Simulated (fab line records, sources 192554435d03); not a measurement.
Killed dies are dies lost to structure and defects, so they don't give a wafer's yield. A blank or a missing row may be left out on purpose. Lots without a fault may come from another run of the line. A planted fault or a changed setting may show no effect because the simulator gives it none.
Problem report in the 8D (eight disciplines) form, filled by code | flow n5_finfet | the parts of the form that need people (team, actions taken, sign-off) are left out

1. THE PROBLEM
V9_OVL at N5_BEOL_M10_OVL_MEAS_29 reads a mean of 7.7 nm on 6 wafers of 2 lots; wafers without a fault read 0.7 nm with a standard deviation of 0.76. That is +9.2 standard deviations from the usual mean.
First seen on wafer L448.1, day 13 00:11, on overlay-01. The record holds 33 wafers of 11 lots with a number at this step. Rule for "out", or "out of limits": more than 4 standard deviations from the usual mean. The other wafers with a number count as sound.

2. WHAT IT IS AND WHAT IT IS NOT
question                    | is                     | is not
which readings at this step | V9_OVL                 | -
which lots                  | L448, L450             | L439, L440, L442, L451, L452, L455, L458, L460, L462
which wafers of those lots  | all that have a number | -
read on which gauges        | overlay-01, overlay-02 | -
when                        | from day 13 00:11      | up to then (9 sound wafers); but 18 sound wafers of L451, L452, L455, L458, L460, L462 came after

3. SUSPECTS, AND WHAT RULES EACH OUT
Counting: a tool at a process step up to the reading stays a suspect if it ran every lot that is out and no sound lot after the first of them.
- the gauge at N5_BEOL_M10_OVL_MEAS_29: ruled out. The wafers that are out were read on 2 gauges (overlay-01, overlay-02).
- arfi_scanner-02 at N5_BEOL_M10_EXPOSE_25 (exposes mask V9): kept. It ran every lot that is out, first L448 (day 13 00:02), and no sound lot after that; its last sound lot up to then is L442 (day 11 00:40).
Left after counting: arfi_scanner-02 at N5_BEOL_M10_EXPOSE_25.

4. THE CAUSE (what the simulator had put in)
Scanner matching overlay: arfi_scanner-02, from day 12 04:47 on, at N5_BEOL_M10_EXPOSE_25. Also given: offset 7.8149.
Counting left only this tool.

5. THE CHAIN OF EFFECTS, in route order
Each row: a reading whose mean over the struck wafers that have a number lies more than 3 standard deviations from the usual. Only readings for which the record gives a usual standard deviation are gone through. hours: the time from each lot's start at the first step in this table that gives one to its start at this step, as a median over the lots. sigmas: the change in usual standard deviations.
hours | step                    | reading | usual  | on struck wafers | change | sigmas
0     | N5_BEOL_M10_OVL_MEAS_29 | V9_OVL  | 0.7 nm | 7.7              | +7.0   | +9.2

6. WHAT WOULD HAVE CAUGHT IT SOONER
In this record the first reading out of limits at a measuring or inspecting step was taken at day 13 00:11, 19 hours after the fault began at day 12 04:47.
Of the tool readings at N5_BEOL_M10_EXPOSE_25 for which the record gives a usual standard deviation, none was out on any struck wafer, so an alarm limit of 4 standard deviations on them would not have fired.
Of the lots that are out (2), L450 began N5_BEOL_M10_EXPOSE_25 on arfi_scanner-02 after day 13 00:11. A hold on the tool at that time would have spared it.
